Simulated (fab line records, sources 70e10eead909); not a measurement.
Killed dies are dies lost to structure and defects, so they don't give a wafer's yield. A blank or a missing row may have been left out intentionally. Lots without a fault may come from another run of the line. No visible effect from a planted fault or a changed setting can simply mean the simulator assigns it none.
Which of the tools did it? -- flow nand harc -- 42 wafers from 14 lots sampled at 5 of the route's 1302 steps

WHAT THE GAUGES READ, wafer by wafer
NHARC_HYBRID_BOND_INSPECT_06: inspects for defects (ir void).
lot,measured,on,raw defect count
L496,day 24 03:12,defect inspect-01,99 95 95
L497,day 24 07:07,defect inspect-01,114 130 122
L499,day 24 21:37,defect inspect-01,82 77 76
L500,day 25 17:34,defect inspect-01,80 98 90
L501,day 25 17:34,defect inspect-02,71 66 73
L502,day 26 17:23,defect inspect-01,78 82 67
L503,day 26 17:23,defect inspect-02,149 168 151
L504,day 27 05:52,defect inspect-01,26 34 48
L505,day 27 13:38,defect inspect-02,96 84 87
L506,day 28 00:33,defect inspect-02,9 20 20
L508,day 28 16:32,defect inspect-02,114 116 100
L517,day 32 17:32,defect inspect-01,80 102 88
L518,day 33 00:46,defect inspect-01,103 86 99
L519,day 33 00:46,defect inspect-02,94 61 84

NHARC_END_SORT_01.
lot,measured,on,defect limited yield (%),killed at array,killed at other,killed at periphery,killed dies,killed open,killed short
L506,day 28 20:32,prober-01,98.2 0 96.8,8 17 18,1 659 2,3 1 2,12 677 22,4 1 3,0 2 1
L508,day 29 11:46,prober-02,0 89.4 88.8,66 65 71,608 1 2,3 6 3,677 72 76,2 6 5,4 4 4

WHAT TOOL EACH LOT RAN ON (gives the tool, then ch and the chambers of the sampled wafers, and finally the start)
lot,NHARC_A_BONDPAD_PVD_27,NHARC_THIN_TSV_PVD_19,NHARC_THIN_TSV_ECD_20
L496,"pvd sputter-03, day 24 03:12 or earlier","pvd sputter-02, day 24 09:20 or earlier","ecd cu-01 ch 1, day 24 09:20"
L497,"pvd sputter-02, day 24 07:07 or earlier","pvd sputter-02, day 24 13:14 or earlier","ecd cu-01 ch 0,1, day 24 13:14"
L499,"pvd sputter-02, day 24 21:37 or earlier","pvd sputter-03, day 25 04:50 or earlier","ecd cu-02 ch 0,1, day 25 04:50"
L500,"pvd sputter-01, day 25 17:34 or earlier","pvd sputter-03, day 26 00:46 or earlier","ecd cu-01 ch 1, day 26 00:46"
L501,"pvd sputter-03, day 25 17:34 or earlier","pvd sputter-03, day 25 23:34 or earlier","ecd cu-01 ch 0,1, day 25 23:34"
L502,"pvd sputter-03, day 26 17:23 or earlier","pvd sputter-01, day 27 00:28 or earlier","ecd cu-02 ch 0,1, day 27 00:28"
L503,"pvd sputter-01, day 26 17:23 or earlier","pvd sputter-02, day 26 23:27 or earlier","ecd cu-01 ch 0,1, day 26 23:27"
L504,"pvd sputter-02, day 27 05:52 or earlier","pvd sputter-02, day 27 11:59 or earlier","ecd cu-02 ch 0, day 27 11:59"
L505,"pvd sputter-03, day 27 13:38 or earlier","pvd sputter-01, day 27 19:52 or earlier","ecd cu-01 ch 0,1, day 27 19:52"
L506,"pvd sputter-01, day 28 00:33 or earlier","pvd sputter-03, day 28 07:01 or earlier","ecd cu-01 ch 0,1, day 28 07:01"
L508,"pvd sputter-01, day 28 16:32 or earlier","pvd sputter-03, day 28 22:38 or earlier","ecd cu-01 ch 0,1, day 28 22:38"
L517,"pvd sputter-01, day 32 17:32 or earlier","pvd sputter-03, day 32 23:34 or earlier","ecd cu-02 ch 0,1, day 32 23:34"
L518,"pvd sputter-02, day 33 00:46 or earlier","pvd sputter-02, day 33 06:59 or earlier","ecd cu-01 ch 0,1, day 33 06:59"
L519,"pvd sputter-02, day 33 00:46 or earlier","pvd sputter-02, day 33 08:00 or earlier","ecd cu-01 ch 0,1, day 33 08:00"
- NHARC_A_BONDPAD_PVD_27: deposits Cu, target thk 30 nm, time 20.49 s.
- NHARC_THIN_TSV_PVD_19: deposits TaN, target thk 20 nm.
- NHARC_THIN_TSV_ECD_20: material Cu, target thk 2000 nm.

AS READ BY THE TOOLS THEMSELVES (means over the sampled wafers that have a number; for cases with no such wafer, the mark the record gives instead)
NHARC_A_BONDPAD_PVD_27.
lot,tool,throttle valve pct (%)
L496,pvd sputter-03,30.4
L497,pvd sputter-02,30.6
L499,pvd sputter-02,29.5
L500,pvd sputter-01,30.3
L501,pvd sputter-03,30.1
L502,pvd sputter-03,29.9
L503,pvd sputter-01,30.4
L504,pvd sputter-02,30.2
L505,pvd sputter-03,30.4
L506,pvd sputter-01,30.3
L508,pvd sputter-01,30.1
L517,pvd sputter-01,30.3
L518,pvd sputter-02,29.3
L519,pvd sputter-02,29.6

NHARC_THIN_TSV_PVD_19.
lot,tool,throttle valve pct (%)
L496,pvd sputter-02,29.5
L497,pvd sputter-02,30.2
L499,pvd sputter-03,30.0
L500,pvd sputter-03,30.4
L501,pvd sputter-03,30.0
L502,pvd sputter-01,30.6
L503,pvd sputter-02,29.5
L504,pvd sputter-02,30.5
L505,pvd sputter-01,30.6
L506,pvd sputter-03,29.9
L508,pvd sputter-03,30.5
L517,pvd sputter-03,30.2
L518,pvd sputter-02,29.2
L519,pvd sputter-02,29.7

THE ANSWER, worked out from the rows above alone
Rule: the usual values come from the lots themselves. The widest of any qualifying gaps counts: lots, ordered by their means at a reading, are off when they make up no more than a third of the lots, leave a main group of 4 or more, and stand apart from it by 3 or more times the standard deviation of that group's means. The tables above print the reading to a certain number of digits; a main group whose means all agree to those digits is not used. Also off: a lot with no number at a reading for which 4 or more lots have one. All remaining lots with rows at the step are treated as sound. The gauges are gone through in route order, then the tools' own readings, and for those a lot's mean is taken as printed above. At the first step where some lot is off, the reading lying furthest off is the one used; lots without a number count as furthest.
Nothing can be told from this: no lot is off at any reading shown.

WHAT HAD BEEN PUT IN BY THE SIMULATOR
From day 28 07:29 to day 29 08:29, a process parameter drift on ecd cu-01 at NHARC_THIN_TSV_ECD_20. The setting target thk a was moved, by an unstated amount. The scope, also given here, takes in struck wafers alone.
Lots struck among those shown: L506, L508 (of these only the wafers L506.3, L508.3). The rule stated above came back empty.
